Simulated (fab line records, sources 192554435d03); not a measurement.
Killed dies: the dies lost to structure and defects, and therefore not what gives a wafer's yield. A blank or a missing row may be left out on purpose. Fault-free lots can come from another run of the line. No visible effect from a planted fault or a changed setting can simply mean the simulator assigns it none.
Chamber matching	flow n5-finfet	4 sister chambers for N5_BEOL_M11_CMP_52 on cmp-04
The step polishes, stops on SiCOH lowk, t overpolish 7 s, target thk 140 nm. 18 wafers are shown with their chamber, then 9 later ones without.

## EACH WAFER AND ITS CHAMBER
wafer	chamber	motor-current-A (A)	barrier-field-endpoint-s (s)	time-to-endpoint-s (s)
L075.3	0	6.3	30.0	72
L075.4	1	5.0	28.5	64
L075.5	0	6.3	30.4	72
L074.4	0	6.3	30.1	74
L074.5	3	7.0	30.6	72
L074.6	0	5.8	30.4	73
L079.1	3	7.7	29.9	71
L079.3	1	5.0	27.8	60
L079.4	2	6.8	29.2	66
L081.2	0	6.4	29.9	70
L081.3	3	6.9	29.1	68
L081.6	1	5.3	28.3	63
L083.3	1	5.0	28.1	66
L083.5	1	5.2	28.2	66
L083.6	2	6.8	29.4	73
L084.3	2	6.9	29.0	67
L084.4	3	7.6	29.5	70
L084.6	2	7.2	29.6	67

SIGNATURES (means of the wafers above)
reading	chamber 0	chamber 1	chamber 2	chamber 3	scatter within a chamber
motor-current-A	6.220	5.100	6.925	7.300	0.256
barrier-field-endpoint-s	30.160	28.180	29.300	29.775	0.369
time-to-endpoint-s	72.20	63.80	68.25	70.25	2.29
Rule: a wafer's distance from a chamber is the root of the sum, over the readings, of the square of ((its reading less the chamber's mean) divided by the reading's scatter). The wafer belongs to the nearest chamber; if the next one is less than 2 further off, it can't be placed. The scatter: take each reading less its chamber's mean, square it, sum over the shown wafers, divide by the number of wafers less the number of chambers, and take the root.

## WAFERS WHOSE CHAMBER IS MISSING
wafer	motor-current-A (A)	barrier-field-endpoint-s (s)	time-to-endpoint-s (s)
L086.1	7.4	28.1	67
L086.2	7.3	28.6	71
L086.6	7.5	29.3	70
L088.1	7.4	30.2	77
L088.2	5.1	28.6	67
L088.5	7.0	30.0	75
L095.1	7.1	29.3	69
L095.5	7.6	28.9	65
L095.6	7.1	27.8	66

## THE CHAMBER EACH PASSED THROUGH
wafer	from the rows above	in truth
L086.1	can't be placed: 2 or 3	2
L086.2	can't be placed: 2 or 3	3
L086.6	can't be placed: 3 or 2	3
L088.1	can't be placed: 3 or 2 or 0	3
L088.2	1	1
L088.5	can't be placed: 3 or 0 or 2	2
L095.1	can't be placed: 2 or 3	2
L095.5	can't be placed: 2 or 3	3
L095.6	can't be placed: 2 or 3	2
Placed correctly: 1 of 9. These rows do not allow placing 8 (true chamber among the candidates in 8). 0 placed wrongly.
